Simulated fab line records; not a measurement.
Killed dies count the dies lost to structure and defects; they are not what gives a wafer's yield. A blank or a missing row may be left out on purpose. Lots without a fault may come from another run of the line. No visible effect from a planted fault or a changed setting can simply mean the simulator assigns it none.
Which tool is to blame? / flow n5 finfet / 9 lots with 25 wafers sampled at 6 steps, on a route of 1938 steps

## WHAT EACH GAUGE READ, for each wafer
N5_BEOL_M4_RC_MEAS_101. Usual: DIBL_N 36.2 mV/V, standard deviation 2.2; DIBL_P 36.5 mV/V, standard deviation 3; IOFF_N 0.16 nA/um, standard deviation 0.039; IOFF_P 0.22 nA/um, standard deviation 0.047; ION_N 675 uA/um, standard deviation 15; ION_P 463 uA/um, standard deviation 10; SS_N 71.6 mV/dec, standard deviation 0.71; SS_P 73.4 mV/dec, standard deviation 0.94; VT_N 250 mV, standard deviation 3.6; VT_P -250 mV, standard deviation 3.9.
lot=L133; measured=day 8 01:12; on=prober-02; DIBL_N (mV/V)=35.0 34.3 33.8; DIBL_P (mV/V)=34.9 32.9 33.2; IOFF_N (nA/um)=0.13 0.11 0.13; IOFF_P (nA/um)=0.22 0.16 0.18; ION_N (uA/um)=644 654 670; ION_P (uA/um)=451 455 464; SS_N (mV/dec)=71.5 70.7 70.5; SS_P (mV/dec)=73.5 72.8 73.0; VT_N (mV)=255 255 250; VT_P (mV)=-250 -253 -250; flag=
lot=L137; measured=day 9 08:58; on=prober-02; DIBL_N (mV/V)=35.2 34.7 38.8; DIBL_P (mV/V)=36.0 34.5 40.0; IOFF_N (nA/um)=0.16 0.15 0.24; IOFF_P (nA/um)=0.22 0.19 0.31; ION_N (uA/um)=676 674 690; ION_P (uA/um)=464 457 474; SS_N (mV/dec)=71.9 71.3 73.3; SS_P (mV/dec)=74.0 73.0 75.5; VT_N (mV)=249 250 243; VT_P (mV)=-249 -249 -246; flag=
lot=L138; measured=day 9 22:13; on=prober-01; DIBL_N (mV/V)=39.0 38.5; DIBL_P (mV/V)=40.5 40.0; IOFF_N (nA/um)=0.18 0.18; IOFF_P (nA/um)=0.25 0.24; ION_N (uA/um)=696 694; ION_P (uA/um)=479 477; SS_N (mV/dec)=71.5 71.4; SS_P (mV/dec)=73.8 74.2; VT_N (mV)=250 250; VT_P (mV)=-249 -247; flag=
lot=L145; measured=day 11 16:50; on=prober-01; DIBL_N (mV/V)=38.2 35.4 34.8; DIBL_P (mV/V)=38.9 36.4 36.2; IOFF_N (nA/um)=0.18 0.13 0.15; IOFF_P (nA/um)=0.21 0.17 0.19; ION_N (uA/um)=669 667 698; ION_P (uA/um)=458 461 475; SS_N (mV/dec)=71.9 71.2 70.6; SS_P (mV/dec)=74.2 73.1 73.2; VT_N (mV)=249 253 248; VT_P (mV)=-252 -256 -252; flag=
lot=L148; measured=day 12 16:28; on=prober-02; DIBL_N (mV/V)=36.8 38.3; DIBL_P (mV/V)=36.2 38.6; IOFF_N (nA/um)=0.18 0.21; IOFF_P (nA/um)=0.21 0.24; ION_N (uA/um)=690 686; ION_P (uA/um)=460 462; SS_N (mV/dec)=72.1 71.9; SS_P (mV/dec)=73.8 74.4; VT_N (mV)=246 244; VT_P (mV)=-250 -248; flag=
lot=L149; measured=day 12 21:07; on=prober-02; DIBL_N (mV/V)=35.0 36.5 40.5; DIBL_P (mV/V)=32.9 37.1 40.7; IOFF_N (nA/um)=0.14 0.18 0.26; IOFF_P (nA/um)=0.19 0.27 0.32; ION_N (uA/um)=659 688 702; ION_P (uA/um)=457 479 479; SS_N (mV/dec)=71.0 72.0 73.5; SS_P (mV/dec)=71.6 73.4 74.1; VT_N (mV)=251 244 244; VT_P (mV)=-249 -244 -242; flag=
lot=L150; measured=day 13 01:37; on=prober-02; DIBL_N (mV/V)=32.2 35.6 36.5; DIBL_P (mV/V)=32.2 35.7 37.0; IOFF_N (nA/um)=0.12 0.16 0.18; IOFF_P (nA/um)=0.19 0.24 0.29; ION_N (uA/um)=669 678 686; ION_P (uA/um)=476 466 475; SS_N (mV/dec)=70.6 71.2 71.6; SS_P (mV/dec)=71.6 72.7 73.8; VT_N (mV)=251 248 244; VT_P (mV)=-247 -244 -240; flag=
lot=L151; measured=day 12 22:52; on=prober-01; DIBL_N (mV/V)=36.1 34.7 37.6; DIBL_P (mV/V)=37.7 35.3 37.5; IOFF_N (nA/um)=0.18 0.15 0.20; IOFF_P (nA/um)=0.27 0.22 0.26; ION_N (uA/um)=673 683 681; ION_P (uA/um)=466 473 467; SS_N (mV/dec)=72.0 71.0 71.9; SS_P (mV/dec)=74.1 73.4 73.8; VT_N (mV)=249 249 244; VT_P (mV)=-245 -248 -247; flag=
lot=L154; measured=day 14 09:05; on=prober-01; DIBL_N (mV/V)=34.2 36.0 32.6; DIBL_P (mV/V)=36.4 37.1 33.2; IOFF_N (nA/um)=0.15 0.18 0.12; IOFF_P (nA/um)=0.21 0.22 0.17; ION_N (uA/um)=678 682 665; ION_P (uA/um)=460 462 457; SS_N (mV/dec)=71.5 71.9 71.3; SS_P (mV/dec)=74.1 73.2 72.6; VT_N (mV)=248 246 251; VT_P (mV)=-249 -250 -254; flag=

## WHICH TOOL RAN EACH LOT (tool, then ch and the chambers of the sampled wafers, then the start)
lot=L133; N5_BEOL_M0_SAQP_ETCH_102=rie si-06 ch 0,1,2, day 5 22:07; N5_BEOL_M0_SAQP_STRIP_108=rie diel-03 ch 0,1,3, day 5 22:47; N5_BEOL_M0_SAQP_RECESS_109=vapor etch-01 ch 0,1, day 5 22:50; N5_BEOL_M0_SAQP_COAT_72=litho track-05 ch 0, day 5 23:46; N5_BEOL_M0_SAQP_ETCH_73=rie diel-03 ch 1,2,3, day 6 00:20
lot=L137; N5_BEOL_M0_SAQP_ETCH_102=rie si-06 ch 0,1,2, day 6 23:34; N5_BEOL_M0_SAQP_STRIP_108=rie diel-05 ch 1,2,3, day 7 00:25; N5_BEOL_M0_SAQP_RECESS_109=vapor etch-02 ch 0,1, day 7 00:35; N5_BEOL_M0_SAQP_COAT_72=litho track-03 ch 0, day 7 01:31; N5_BEOL_M0_SAQP_ETCH_73=rie diel-03 ch 0,2,3, day 7 02:03
lot=L138; N5_BEOL_M0_SAQP_ETCH_102=rie si-05 ch 1,3, day 7 07:24; N5_BEOL_M0_SAQP_STRIP_108=rie diel-05 ch 3, day 7 08:05; N5_BEOL_M0_SAQP_RECESS_109=vapor etch-01 ch 0,1, day 7 08:08; N5_BEOL_M0_SAQP_COAT_72=litho track-05 ch 0, day 7 09:04; N5_BEOL_M0_SAQP_ETCH_73=rie diel-03 ch 2, day 7 09:38
lot=L145; N5_BEOL_M0_SAQP_ETCH_102=rie si-05 ch 2,3, day 9 06:49; N5_BEOL_M0_SAQP_STRIP_108=rie diel-05 ch 0,1,2, day 9 07:43; N5_BEOL_M0_SAQP_RECESS_109=vapor etch-02 ch 0,1, day 9 08:01; N5_BEOL_M0_SAQP_COAT_72=litho track-03 ch 0, day 9 08:59; N5_BEOL_M0_SAQP_ETCH_73=rie diel-05 ch 0,1,2, day 9 09:26
lot=L148; N5_BEOL_M0_SAQP_ETCH_102=rie si-03 ch 3, day 9 18:59; N5_BEOL_M0_SAQP_STRIP_108=rie diel-03 ch 0,2, day 9 19:40; N5_BEOL_M0_SAQP_RECESS_109=vapor etch-01 ch 0,1, day 9 19:46; N5_BEOL_M0_SAQP_COAT_72=litho track-01 ch 0, day 9 20:39; N5_BEOL_M0_SAQP_ETCH_73=rie diel-06 ch 1,3, day 9 21:15
lot=L149; N5_BEOL_M0_SAQP_ETCH_102=rie si-05 ch 2,3, day 10 00:40; N5_BEOL_M0_SAQP_STRIP_108=rie diel-06 ch 0,1,2, day 10 01:26; N5_BEOL_M0_SAQP_RECESS_109=vapor etch-01 ch 0,1, day 10 01:30; N5_BEOL_M0_SAQP_COAT_72=litho track-05 ch 0, day 10 02:29; N5_BEOL_M0_SAQP_ETCH_73=rie diel-05 ch 0,1,2, day 10 03:04
lot=L150; N5_BEOL_M0_SAQP_ETCH_102=rie si-05 ch 0,3, day 10 12:47; N5_BEOL_M0_SAQP_STRIP_108=rie diel-06 ch 1,2,3, day 10 13:26; N5_BEOL_M0_SAQP_RECESS_109=vapor etch-01 ch 0,1, day 10 13:30; N5_BEOL_M0_SAQP_COAT_72=litho track-03 ch 0, day 10 14:26; N5_BEOL_M0_SAQP_ETCH_73=rie diel-06 ch 0,3, day 10 14:52
lot=L151; N5_BEOL_M0_SAQP_ETCH_102=rie si-06 ch 0,1,3, day 10 13:06; N5_BEOL_M0_SAQP_STRIP_108=rie diel-06 ch 0,1,2, day 10 13:46; N5_BEOL_M0_SAQP_RECESS_109=vapor etch-01 ch 0,1, day 10 13:49; N5_BEOL_M0_SAQP_COAT_72=litho track-05 ch 0, day 10 14:45; N5_BEOL_M0_SAQP_ETCH_73=rie diel-06 ch 0,1,3, day 10 15:11
lot=L154; N5_BEOL_M0_SAQP_ETCH_102=rie si-05 ch 0,2,3, day 12 02:05; N5_BEOL_M0_SAQP_STRIP_108=rie diel-05 ch 0,2, day 12 02:45; N5_BEOL_M0_SAQP_RECESS_109=vapor etch-01 ch 0, day 12 03:01; N5_BEOL_M0_SAQP_COAT_72=litho track-03 ch 0, day 12 04:04; N5_BEOL_M0_SAQP_ETCH_73=rie diel-06 ch 0,1,2, day 12 04:31
- N5_BEOL_M0_SAQP_ETCH_102: etches SiO2 in CF4, target depth 4 nm, time 4.4 s.
- N5_BEOL_M0_SAQP_STRIP_108: strips in N2/H2.
- N5_BEOL_M0_SAQP_RECESS_109: chemistry HF/NH3, target SiO2, target depth 3 nm, afs cycles 1, sublimation time 60 s.
- N5_BEOL_M0_SAQP_COAT_72: time 60 s, resist thk 15 nm.
- N5_BEOL_M0_SAQP_ETCH_73: etches SiARC in CF4, target depth 19.5 nm, time 32.5 s.

## AS READ BY THE TOOLS THEMSELVES (means over the sampled wafers that have a number; for cases with no such wafer, the mark the record gives instead)
N5_BEOL_M0_SAQP_ETCH_102. Usual: drypump motor current A 5.7 A, standard deviation 0.53; oes product au 1.00 a.u., standard deviation 0.035; throttle valve pct 21.91 %, standard deviation 0.26.
lot=L133; tool=rie si-06; drypump motor current A (A)=5.4; oes product au (a.u.)=1.01; throttle valve pct (%)=21.91; flag=
lot=L137; tool=rie si-06; drypump motor current A (A)=5.4; oes product au (a.u.)=1.01; throttle valve pct (%)=21.89; flag=
lot=L138; tool=rie si-05; drypump motor current A (A)=6.0; oes product au (a.u.)=1.02; throttle valve pct (%)=21.87; flag=
lot=L145; tool=rie si-05; drypump motor current A (A)=5.9; oes product au (a.u.)=0.99; throttle valve pct (%)=21.82; flag=
lot=L148; tool=rie si-03; drypump motor current A (A)=6.7; oes product au (a.u.)=0.97; throttle valve pct (%)=21.88; flag=
lot=L149; tool=rie si-05; drypump motor current A (A)=5.9; oes product au (a.u.)=0.98; throttle valve pct (%)=21.80; flag=
lot=L150; tool=rie si-05; drypump motor current A (A)=6.0; oes product au (a.u.)=0.99; throttle valve pct (%)=21.69; flag=
lot=L151; tool=rie si-06; drypump motor current A (A)=5.5; oes product au (a.u.)=1.03; throttle valve pct (%)=21.67; flag=
lot=L154; tool=rie si-05; drypump motor current A (A)=5.6; oes product au (a.u.)=0.99; throttle valve pct (%)=21.82; flag=

N5_BEOL_M0_SAQP_STRIP_108. Usual: drypump motor current A 5.9 A, standard deviation 0.47; n2 flow sccm 300.1 sccm, standard deviation 1; oes product au 0.72 a.u., standard deviation 0.039; rf vpp V 122.1 V, standard deviation 1; showerhead plenum p Torr 3.41 Torr, standard deviation 0.11; throttle valve pct 19.2 %, standard deviation 0.46.
lot=L133; tool=rie diel-03; drypump motor current A (A)=6.1; n2 flow sccm (sccm)=300.2; oes product au (a.u.)=0.71; rf vpp V (V)=122.3; showerhead plenum p Torr (Torr)=3.50; throttle valve pct (%)=19.7; flag=
lot=L137; tool=rie diel-05; drypump motor current A (A)=5.8; n2 flow sccm (sccm)=299.7; oes product au (a.u.)=0.71; rf vpp V (V)=121.8; showerhead plenum p Torr (Torr)=3.44; throttle valve pct (%)=19.4; flag=
lot=L138; tool=rie diel-05; drypump motor current A (A)=6.0; n2 flow sccm (sccm)=299.9; oes product au (a.u.)=0.66; rf vpp V (V)=121.6; showerhead plenum p Torr (Torr)=3.33; throttle valve pct (%)=19.4; flag=
lot=L145; tool=rie diel-05; drypump motor current A (A)=5.6; n2 flow sccm (sccm)=300.1; oes product au (a.u.)=0.72; rf vpp V (V)=121.9; showerhead plenum p Torr (Torr)=3.49; throttle valve pct (%)=19.1; flag=
lot=L148; tool=rie diel-03; drypump motor current A (A)=5.8; n2 flow sccm (sccm)=299.4; oes product au (a.u.)=0.74; rf vpp V (V)=121.4; showerhead plenum p Torr (Torr)=3.44; throttle valve pct (%)=19.4; flag=
lot=L149; tool=rie diel-06; drypump motor current A (A)=6.0; n2 flow sccm (sccm)=300.5; oes product au (a.u.)=0.72; rf vpp V (V)=121.5; showerhead plenum p Torr (Torr)=3.38; throttle valve pct (%)=19.0; flag=
lot=L150; tool=rie diel-06; drypump motor current A (A)=5.9; n2 flow sccm (sccm)=300.6; oes product au (a.u.)=0.73; rf vpp V (V)=121.5; showerhead plenum p Torr (Torr)=3.28; throttle valve pct (%)=18.9; flag=
lot=L151; tool=rie diel-06; drypump motor current A (A)=6.0; n2 flow sccm (sccm)=299.4; oes product au (a.u.)=0.71; rf vpp V (V)=122.1; showerhead plenum p Torr (Torr)=3.38; throttle valve pct (%)=19.0; flag=
lot=L154; tool=rie diel-05; drypump motor current A (A)=6.0; n2 flow sccm (sccm)=299.5; oes product au (a.u.)=0.72; rf vpp V (V)=122.1; showerhead plenum p Torr (Torr)=3.47; throttle valve pct (%)=19.2; flag=

N5_BEOL_M0_SAQP_RECESS_109. Usual: 5.57 A for drypump motor current A, sd 0.12.
lot=L133; tool=vapor etch-01; drypump motor current A (A)=5.67; flag=
lot=L137; tool=vapor etch-02; drypump motor current A (A)=5.41; flag=
lot=L138; tool=vapor etch-01; drypump motor current A (A)=5.65; flag=
lot=L145; tool=vapor etch-02; drypump motor current A (A)=5.45; flag=
lot=L148; tool=vapor etch-01; drypump motor current A (A)=5.65; flag=
lot=L149; tool=vapor etch-01; drypump motor current A (A)=5.67; flag=
lot=L150; tool=vapor etch-01; drypump motor current A (A)=5.65; flag=
lot=L151; tool=vapor etch-01; drypump motor current A (A)=5.66; flag=
lot=L154; tool=vapor etch-01; drypump motor current A (A)=5.70; flag=

N5_BEOL_M0_SAQP_COAT_72. Usual: chill plate temp C 22.98 C, standard deviation 0.094; exhaust pa 45.1 Pa, standard deviation 0.87; spin speed rpm 1499.8 rpm, standard deviation 0.94.
lot=L133; tool=litho track-05; chill plate temp C (C)=23.02; exhaust pa (Pa)=45.9; spin speed rpm (rpm)=1499.2; flag=
lot=L137; tool=litho track-03; chill plate temp C (C)=23.03; exhaust pa (Pa)=45.3; spin speed rpm (rpm)=1499.0; flag=
lot=L138; tool=litho track-05; chill plate temp C (C)=22.98; exhaust pa (Pa)=45.2; spin speed rpm (rpm)=1501.5; flag=
lot=L145; tool=litho track-03; chill plate temp C (C)=22.95; exhaust pa (Pa)=44.7; spin speed rpm (rpm)=1499.1; flag=
lot=L148; tool=litho track-01; chill plate temp C (C)=22.95; exhaust pa (Pa)=45.5; spin speed rpm (rpm)=1498.6; flag=
lot=L149; tool=litho track-05; chill plate temp C (C)=22.99; exhaust pa (Pa)=45.2; spin speed rpm (rpm)=1765.0; flag=OFF
lot=L150; tool=litho track-03; chill plate temp C (C)=22.99; exhaust pa (Pa)=45.1; spin speed rpm (rpm)=1499.8; flag=
lot=L151; tool=litho track-05; chill plate temp C (C)=22.93; exhaust pa (Pa)=45.4; spin speed rpm (rpm)=1764.9; flag=OFF
lot=L154; tool=litho track-03; chill plate temp C (C)=23.09; exhaust pa (Pa)=45.4; spin speed rpm (rpm)=1500.4; flag=

N5_BEOL_M0_SAQP_ETCH_73. Usual: drypump motor current A 5.8 A, standard deviation 0.46; etch rf on time s 32.7 s, standard deviation 0.84; oes product au 0.61 a.u., standard deviation 0.031; rf vpp V 184.4 V, standard deviation 1.2; showerhead plenum p Torr 2.18 Torr, standard deviation 0.053; throttle valve pct 15.72 %, standard deviation 0.2.
lot=L133; tool=rie diel-03; drypump motor current A (A)=6.0; etch rf on time s (s)=32.6; oes product au (a.u.)=0.61; rf vpp V (V)=184.6; showerhead plenum p Torr (Torr)=2.20; throttle valve pct (%)=15.87; flag=
lot=L137; tool=rie diel-03; drypump motor current A (A)=5.8; etch rf on time s (s)=33.2; oes product au (a.u.)=0.62; rf vpp V (V)=184.4; showerhead plenum p Torr (Torr)=2.21; throttle valve pct (%)=15.83; flag=
lot=L138; tool=rie diel-03; drypump motor current A (A)=5.7; etch rf on time s (s)=33.6; oes product au (a.u.)=0.66; rf vpp V (V)=184.6; showerhead plenum p Torr (Torr)=2.17; throttle valve pct (%)=15.81; flag=
lot=L145; tool=rie diel-05; drypump motor current A (A)=5.6; etch rf on time s (s)=32.4; oes product au (a.u.)=0.62; rf vpp V (V)=185.4; showerhead plenum p Torr (Torr)=2.22; throttle valve pct (%)=15.61; flag=
lot=L148; tool=rie diel-06; drypump motor current A (A)=5.5; etch rf on time s (s)=32.9; oes product au (a.u.)=0.60; rf vpp V (V)=183.8; showerhead plenum p Torr (Torr)=2.14; throttle valve pct (%)=15.68; flag=
lot=L149; tool=rie diel-05; drypump motor current A (A)=5.6; etch rf on time s (s)=29.8; oes product au (a.u.)=0.62; rf vpp V (V)=185.2; showerhead plenum p Torr (Torr)=2.22; throttle valve pct (%)=15.62; flag=OFF
lot=L150; tool=rie diel-06; drypump motor current A (A)=5.4; etch rf on time s (s)=32.6; oes product au (a.u.)=0.61; rf vpp V (V)=182.4; showerhead plenum p Torr (Torr)=2.09; throttle valve pct (%)=15.70; flag=
lot=L151; tool=rie diel-06; drypump motor current A (A)=5.5; etch rf on time s (s)=30.3; oes product au (a.u.)=0.60; rf vpp V (V)=185.6; showerhead plenum p Torr (Torr)=2.15; throttle valve pct (%)=15.61; flag=
lot=L154; tool=rie diel-06; drypump motor current A (A)=6.0; etch rf on time s (s)=33.2; oes product au (a.u.)=0.60; rf vpp V (V)=184.2; showerhead plenum p Torr (Torr)=2.15; throttle valve pct (%)=15.60; flag=

## THE ANSWER, worked out from the rows above alone
Rule: lot off if the mean of its wafers having a number is beyond 3 standard deviations from the usual mean. Also off: a lot with no number at a reading for which 4 or more lots have one. The other lots that the step has rows for count as sound. Order of review: gauges by route order, followed by the tools' own readings, for which a lot's mean as printed above is used. At the first step where some lot is off, the reading lying furthest off is the one used; lots without a number count as furthest.
Off: L149, L151 (N5_BEOL_M0_SAQP_COAT_72, spin speed rpm).
A tool fits if, at that step or a process step before it, it ran every lot that is off, and no sound lot after the first of them. One candidate fits, namely litho track-05 at N5_BEOL_M0_SAQP_COAT_72. Its last sound lot is L138 (day 7 09:04), its first lot that is off L149 (day 10 02:29): a fault that began between those two fits.
The tool's own readings at N5_BEOL_M0_SAQP_COAT_72 bear it out: on the lots that are off they differ by more than 5 times the standard deviation of the sound lots' means. spin speed rpm reads 1765.0 rpm there against 1499.7 rpm on the sound lots.

## WHAT THE SIMULATOR HAD PUT IN
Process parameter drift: litho track-05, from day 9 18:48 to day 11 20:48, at N5_BEOL_M0_SAQP_COAT_72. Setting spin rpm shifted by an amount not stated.
Shown lots that were struck: L149, L151. The rule above reached the same finding.
